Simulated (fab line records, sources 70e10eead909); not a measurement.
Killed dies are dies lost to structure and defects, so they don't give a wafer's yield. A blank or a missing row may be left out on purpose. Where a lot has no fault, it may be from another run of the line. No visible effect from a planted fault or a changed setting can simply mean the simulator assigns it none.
Chamber matching | flow nand harc | rie diel-04 running NHARC_A_STAIRCASE_STRIP_476: 4 sister chambers
The step strips in O2, time 20 s. 16 wafers are shown with their chamber, then 8 later ones without.

WAFERS WITH THEIR CHAMBER
wafer  | chamber | showerhead plenum p Torr (Torr) | drypump motor current A (A) | rf vpp V (V)
L075.3 | 2       | 3.80                            | 6.0                         | 58.9
L075.4 | 1       | 3.32                            | 5.7                         | 56.8
L075.6 | 2       | 3.80                            | 6.0                         | 57.1
L075.1 | 3       | 3.29                            | 6.2                         | 58.6
L075.2 | 0       | 3.45                            | 5.7                         | 56.4
L075.5 | 1       | 3.32                            | 5.7                         | 57.7
L078.2 | 1       | 3.32                            | 5.7                         | 57.3
L078.5 | 1       | 3.32                            | 5.7                         | 58.1
L078.6 | 2       | 3.80                            | 5.9                         | 58.2
L081.2 | 0       | 3.44                            | 5.7                         | 56.6
L081.3 | 1       | 3.32                            | 5.7                         | 57.6
L081.6 | 3       | 3.28                            | 6.2                         | 55.1
L079.1 | 1       | 3.32                            | 5.7                         | 59.0
L079.5 | 3       | 3.28                            | 6.2                         | 57.2
L079.6 | 0       | 3.44                            | 5.7                         | 56.8
L093.1 | 2       | 3.77                            | 5.9                         | 59.1

SIGNATURES (averages over the wafers above)
reading                  | chamber 0 | chamber 1 | chamber 2 | chamber 3 | scatter within a chamber
showerhead plenum p Torr | 3.4433    | 3.3200    | 3.7925    | 3.2833    | 0.00821
drypump motor current A  | 5.700     | 5.700     | 5.950     | 6.200     | 0.0289
rf vpp V                 | 56.600    | 57.750    | 58.325    | 56.967    | 0.981
Rule: for each reading, subtract the chamber's mean from the wafer's reading, divide by that reading's scatter and square the result; add these up over the readings and take the root, which gives the wafer's distance from the chamber. The wafer belongs to the nearest chamber; if the next one is less than 2 further off, it can't be placed. The scatter: the root of (the sum of the squares of (reading less its chamber's mean) over the shown wafers, divided by (wafers less chambers)).

WAFERS WHOSE CHAMBER IS MISSING
wafer  | showerhead plenum p Torr (Torr) | drypump motor current A (A) | rf vpp V (V)
L093.4 | 3.42                            | 5.7                         | 57.9
L093.6 | 3.30                            | 5.7                         | 57.2
L092.1 | 3.30                            | 5.7                         | 54.7
L092.2 | 3.42                            | 5.7                         | 57.7
L092.5 | 3.30                            | 5.7                         | 56.8
L095.1 | 3.42                            | 5.7                         | 55.8
L095.4 | 3.77                            | 6.0                         | 60.0
L095.5 | 3.29                            | 5.7                         | 56.2

CHAMBER TAKEN BY EACH
wafer  | from the rows above | in truth
L093.4 | 0                   | 0
L093.6 | 1                   | 1
L092.1 | 1                   | 1
L092.2 | 0                   | 0
L092.5 | 1                   | 1
L095.1 | 0                   | 0
L095.4 | 2                   | 2
L095.5 | 1                   | 1
8 of 8 placed correctly. From these rows, 0 cannot be placed. Placed wrongly: 0.
